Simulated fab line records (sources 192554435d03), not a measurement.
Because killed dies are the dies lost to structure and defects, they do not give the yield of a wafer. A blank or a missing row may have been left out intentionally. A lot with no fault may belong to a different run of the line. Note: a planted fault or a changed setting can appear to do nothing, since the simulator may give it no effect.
Struck lot and sound lot, side by side + flow n5_finfet + 16 out of 1938 route steps
Sound: wafers L694.1, L694.3, L694.4. Wafers struck: L711.4, L711.5, L711.6. Last of all comes the cause.
At each step with rows: each side's tool, then ch and its chambers, then its first start. Under that, the readings that differ: sound wafers + struck wafers + difference of the means + sigmas: that difference in standard deviations of wafers without a fault.
alike: words and numbers the same on both sides, and readings whose means are apart by under 2 such deviations; not compared: readings that were withheld, readings missing a value for some wafer, numbers with overlapping values and no deviation given by the record, and bounds like >300 which may hide the same value.
The two part at a step that has a row with sigmas, a row that says differs or no value, or rows on one side only. When numbers do not overlap yet have no deviation, they are printed without sigmas and do not part them. A reading that every wafer of one side lacks parts them only if that side has two wafers or more.

first, 7 steps without rows for these wafers: N5_WELL_APT_COAT_19 (resist thk 950 nm); N5_WELL_APT_EBR_21; N5_WELL_APT_SOFTBAKE_20 (time 60 s); N5_WELL_APT_EXPOSE_22 (exposes mask PWELL, defocus 0 nm, target cd 200 nm); N5_WELL_APT_PEB_23 (peb time 90 s); N5_WELL_APT_DEVELOP_24 (develop time 45 s); N5_WELL_APT_HARDBAKE_29 (time 120 s).
N5_WELL_APT_CD_MEAS_25: target cd 200 nm.
  sound on cd_sem-01 ch 0, day 2 08:50; struck on cd_sem-02 ch 0, day 6 15:02
  alike: cd_nm
N5_WELL_APT_OVL_MEAS_26:
  sound on overlay-02 ch 0, day 2 08:52; struck on overlay-02 ch 0, day 6 15:03
  alike: PWELL_OVL
N5_WELL_APT_INSPECT_27: inspects for defects (macro).
  sound on defect_inspect-01, day 2 08:53; struck on defect_inspect-02, day 6 15:05
  alike: raw_defect_count
N5_WELL_APT_DESCUM_30: chemistry O2, time 7.9 s.
  sound on rie_diel-05 ch 0,1,2, day 2 08:55; struck on rie_diel-05 ch 0,1,2, day 6 15:11
  alike: drypump_motor_current_A, oes_product_au, rf_fwd_power_W, rf_vpp_V, showerhead_plenum_p_Torr, throttle_valve_pct
  not compared: rf_hours_counter_h
then, 1 step without rows for these wafers: N5_WELL_APT_IMPLANT_31.
N5_WELL_APT_IMPLANT_32:
  sound on implanter-01 ch 0, day 2 09:11; struck on implanter-01 ch 0, day 6 15:54
then, 1 step without rows for these wafers: N5_WELL_APT_STRIP_33 (strips in SPM, time 900 s).
-- a jump in the record: the struck wafers' starts before and after are 6 days apart (it breaks off in module WELL_APT and resumes in module BEOL_M4, where the first step shown is number 1111 of the route) --
N5_BEOL_M4_RC_MEAS_101:
  sound on prober-02 ch 0, day 8 14:29; struck on prober-01 ch 0, day 12 19:50
| reading   | sound          | struck         | difference | sigmas |
|-----------|----------------|----------------|------------|--------|
| VT_P (mV) | -258 -258 -260 | -252 -251 -250 | +8         | +2     |
  alike: DIBL_N, DIBL_P, IOFF_N, IOFF_P, ION_N, ION_P, SS_N, SS_P, VT_N
-- record jumps: 4 days separate the struck wafers' starts on either side; left off in module BEOL_M4, taken up again in module PASSIVATION, whose first shown step is the route's number 1936 --
N5_PASSIVATION_PROBE_49:
  sound on prober-01, day 12 20:50; struck on prober-02, day 17 02:52
| reading            | sound    | struck   | difference | sigmas |
|--------------------|----------|----------|------------|--------|
| killed_at_M0_to_M3 | 38 21 22 | 46 56 44 | +22        | +2     |
  alike: defect_limited_yield, killed_at_M4_up, killed_at_contacts, killed_at_front_end, killed_at_other, killed_dies, killed_open, killed_short, sort_bin_5_function, sort_bin_6_memory, sort_bin_8_speed, sort_n_pass, sort_yield_pct

== WHERE THEY PART ==
First at N5_BEOL_M4_RC_MEAS_101; last, within this record, at N5_PASSIVATION_PROBE_49.

WHY: what the simulator had put in
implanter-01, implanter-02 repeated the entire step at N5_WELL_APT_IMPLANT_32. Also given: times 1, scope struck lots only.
